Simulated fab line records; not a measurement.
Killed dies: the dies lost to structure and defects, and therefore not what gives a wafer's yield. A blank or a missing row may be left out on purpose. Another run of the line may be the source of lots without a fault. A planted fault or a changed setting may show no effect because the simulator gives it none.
Matching of chambers -- flow n5_finfet -- N5_ILD0_LINER_00 on ald_sin-03: 4 sister chambers
The step material SiNx, target thk 4 nm, pulse time 1 s, purge time 2 s. 24 wafers are shown with their chamber, then 12 later ones without.

EACH WAFER AND ITS CHAMBER
wafer,chamber,heater_power_w (W),precursor_pulse_height_rel,susceptor_temp_C (C)
L076.1,0,803,0.997,400.06
L076.4,3,750,0.987,399.43
L076.5,1,1044,0.996,400.50
L077.3,2,827,0.983,400.20
L077.5,2,839,0.990,400.14
L077.6,1,1010,0.988,399.92
L078.1,1,966,0.975,399.92
L078.2,3,730,0.997,400.17
L078.3,2,844,0.995,399.90
L079.2,1,1000,0.994,399.91
L079.4,0,814,1.015,400.20
L079.6,2,801,0.993,400.17
L081.2,1,992,1.016,400.11
L081.3,3,751,0.995,399.95
L081.5,3,757,1.021,400.23
L083.2,0,817,1.002,400.29
L083.3,1,994,1.020,399.71
L083.5,0,821,1.003,400.04
L084.1,2,814,0.948,399.84
L084.4,1,1007,0.996,399.70
L084.6,3,742,1.011,399.65
L085.2,0,827,1.027,399.91
L085.3,2,836,1.007,400.07
L085.6,2,795,1.008,400.28

SIGNATURES (averages over the wafers above)
reading,chamber 0,chamber 1,chamber 2,chamber 3,scatter within a chamber
heater_power_w,816.40,1001.86,822.29,746.00,17.7
precursor_pulse_height_rel,1.00880,0.99786,0.98914,1.00220,0.0162
susceptor_temp_C,400.1000,399.9671,400.0857,399.8860,0.241
Rule: a wafer's distance from a chamber is the root of the sum, over the readings, of the square of ((its reading less the chamber's mean) divided by the reading's scatter). The wafer belongs to the nearest chamber; if the next one is less than 2 further off, it can't be placed. How the scatter is found: for the shown wafers, subtract from each reading the mean of its chamber, square and add these, divide the total by (wafers less chambers), then take the root.

WAFERS WITH NO CHAMBER GIVEN
wafer,heater_power_w (W),precursor_pulse_height_rel,susceptor_temp_C (C)
L089.2,1012,1.005,399.88
L089.4,816,0.994,400.40
L089.5,749,0.977,399.98
L091.3,749,1.020,399.75
L091.4,1026,0.978,400.19
L091.6,988,1.014,400.40
L093.1,813,1.010,400.21
L093.2,746,1.002,399.65
L093.4,1006,0.960,400.05
L097.1,1000,0.996,399.97
L097.5,815,1.023,399.72
L097.6,1032,0.968,399.68

WHICH CHAMBER EACH ONE RAN IN
wafer,from the rows above,in truth
L089.2,1,1
L089.4,can't be placed: 2 or 0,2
L089.5,3,3
L091.3,3,3
L091.4,1,1
L091.6,1,1
L093.1,can't be placed: 0 or 2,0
L093.2,3,3
L093.4,1,1
L097.1,1,1
L097.5,can't be placed: 0 or 2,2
L097.6,1,1
Placed correctly: 9 of 12. Can't be placed from these rows: 3 (the true chamber is among the candidates in 3). 0 placed wrongly.
